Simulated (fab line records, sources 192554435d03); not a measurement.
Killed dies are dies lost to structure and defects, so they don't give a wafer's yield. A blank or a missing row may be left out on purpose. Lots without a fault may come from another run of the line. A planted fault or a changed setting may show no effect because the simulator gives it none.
Chamber matching | flow n5_finfet | N5_BEOL_M5_STRIP_36 on rie_diel-03: 4 sister chambers
The step strips in N2/H2. 18 wafers are shown with their chamber, then 9 later ones without.

WAFERS WITH THEIR CHAMBER
wafer  | chamber | drypump_motor_current_A (A) | throttle_valve_pct (%) | showerhead_plenum_p_Torr (Torr)
L074.3 | 0       | 5.3                         | 23.3                   | 2.54
L074.4 | 2       | 6.6                         | 23.6                   | 2.51
L074.6 | 0       | 5.3                         | 23.3                   | 2.54
L082.3 | 3       | 6.4                         | 23.7                   | 2.60
L082.4 | 2       | 6.6                         | 23.6                   | 2.50
L082.6 | 1       | 5.8                         | 23.2                   | 2.49
L086.2 | 3       | 6.4                         | 23.7                   | 2.60
L086.5 | 0       | 5.2                         | 23.4                   | 2.53
L086.6 | 1       | 5.9                         | 23.2                   | 2.48
L085.1 | 0       | 5.3                         | 23.3                   | 2.53
L085.2 | 3       | 6.5                         | 23.7                   | 2.60
L085.6 | 2       | 6.6                         | 23.6                   | 2.50
L087.2 | 0       | 5.2                         | 23.4                   | 2.53
L087.3 | 1       | 5.8                         | 23.2                   | 2.48
L087.6 | 1       | 5.8                         | 23.2                   | 2.48
L091.1 | 1       | 5.8                         | 23.2                   | 2.48
L091.2 | 3       | 6.4                         | 23.7                   | 2.60
L091.4 | 0       | 5.3                         | 23.4                   | 2.53

SIGNATURES (means of the wafers above)
reading                  | chamber 0 | chamber 1 | chamber 2 | chamber 3 | scatter within a chamber
drypump_motor_current_A  | 5.267     | 5.820     | 6.600     | 6.425     | 0.0454
throttle_valve_pct       | 23.350    | 23.200    | 23.600    | 23.700    | 0.0327
showerhead_plenum_p_Torr | 2.5333    | 2.4820    | 2.5033    | 2.6000    | 0.00447
Rule: a wafer's distance from a chamber is the root of the sum, over the readings, of the square of ((its reading less the chamber's mean) divided by the reading's scatter). The wafer belongs to the nearest chamber; if the next one is less than 2 further off, it can't be placed. The scatter: the root of (the sum of the squares of (reading less its chamber's mean) over the shown wafers, divided by (wafers less chambers)).

WAFERS WITHOUT THEIR CHAMBER
wafer  | drypump_motor_current_A (A) | throttle_valve_pct (%) | showerhead_plenum_p_Torr (Torr)
L095.1 | 6.4                         | 23.8                   | 2.60
L095.2 | 5.8                         | 23.2                   | 2.47
L095.4 | 6.4                         | 23.8                   | 2.59
L094.2 | 6.6                         | 23.5                   | 2.49
L094.3 | 5.8                         | 23.2                   | 2.47
L094.5 | 6.5                         | 23.8                   | 2.59
L096.4 | 6.6                         | 23.5                   | 2.49
L096.5 | 5.2                         | 23.4                   | 2.52
L096.6 | 6.5                         | 23.8                   | 2.59

WHICH CHAMBER EACH WENT THROUGH
wafer  | from the rows above | in truth
L095.1 | 3                   | 3
L095.2 | 1                   | 1
L095.4 | 3                   | 3
L094.2 | 2                   | 2
L094.3 | 1                   | 1
L094.5 | 3                   | 3
L096.4 | 2                   | 2
L096.5 | 0                   | 0
L096.6 | 3                   | 3
Placed correctly: 9 of 9. Can't be placed from these rows: 0. Placed wrongly: 0.
